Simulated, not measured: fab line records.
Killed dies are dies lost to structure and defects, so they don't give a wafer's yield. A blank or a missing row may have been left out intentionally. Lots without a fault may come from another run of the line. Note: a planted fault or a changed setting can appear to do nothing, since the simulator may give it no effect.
Matching of chambers :: flow n5-finfet :: 4 sister chambers for N5_FIN_SAQP_MANDREL1_REMOVE_56 on rie-si-03
The step chemistry HBr/Cl2/O2, target a-Si, stops on SiNx, bt time 10 s. 8 wafers are shown with their chamber, then 8 later ones without.

== WAFERS WITH THEIR CHAMBER ==
wafer: L076.5
chamber: 2
oes-product-au (a.u.): 1.015

wafer: L077.5
chamber: 2
oes-product-au (a.u.): 1.015

wafer: L080.3
chamber: 3
oes-product-au (a.u.): 0.980

wafer: L080.6
chamber: 0
oes-product-au (a.u.): 1.002

wafer: L087.2
chamber: 0
oes-product-au (a.u.): 1.005

wafer: L087.3
chamber: 3
oes-product-au (a.u.): 0.972

wafer: L087.5
chamber: 1
oes-product-au (a.u.): 0.965

wafer: L088.1
chamber: 1
oes-product-au (a.u.): 0.952

== WAFERS WHOSE CHAMBER IS MISSING ==
wafer: L088.3
oes-product-au (a.u.): 0.998

wafer: L088.5
oes-product-au (a.u.): 1.002

wafer: L093.1
oes-product-au (a.u.): 0.966

wafer: L093.4
oes-product-au (a.u.): 0.975

wafer: L093.5
oes-product-au (a.u.): 0.963

wafer: L097.1
oes-product-au (a.u.): 0.959

wafer: L097.5
oes-product-au (a.u.): 0.966

wafer: L097.6
oes-product-au (a.u.): 1.021

== CHAMBER TAKEN BY EACH ==
wafer: L088.3
from the rows above: 0
in truth: 0

wafer: L088.5
from the rows above: 0
in truth: 0

wafer: L093.1
from the rows above: can't be placed: 1 or 3
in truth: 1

wafer: L093.4
from the rows above: 3
in truth: 3

wafer: L093.5
from the rows above: can't be placed: 1 or 3
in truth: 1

wafer: L097.1
from the rows above: 1
in truth: 1

wafer: L097.5
from the rows above: can't be placed: 1 or 3
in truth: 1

wafer: L097.6
from the rows above: 2
in truth: 2
Correct placement for 5 of the 8. These rows do not allow placing 3 (true chamber among the candidates in 3). Wrongly placed: 0.
How it was worked out, from the rows above alone: a wafer's distance from a chamber is the root of the sum, over the readings, of the square of ((its reading less the chamber's mean) divided by the reading's scatter). The wafer belongs to the nearest chamber; if the next one is less than 2 further off, it can't be placed. The mean given for a chamber averages the wafers shown for that chamber. How the scatter is found: for the shown wafers, subtract from each reading the mean of its chamber, square and add these, divide the total by (wafers less chambers), then take the root.
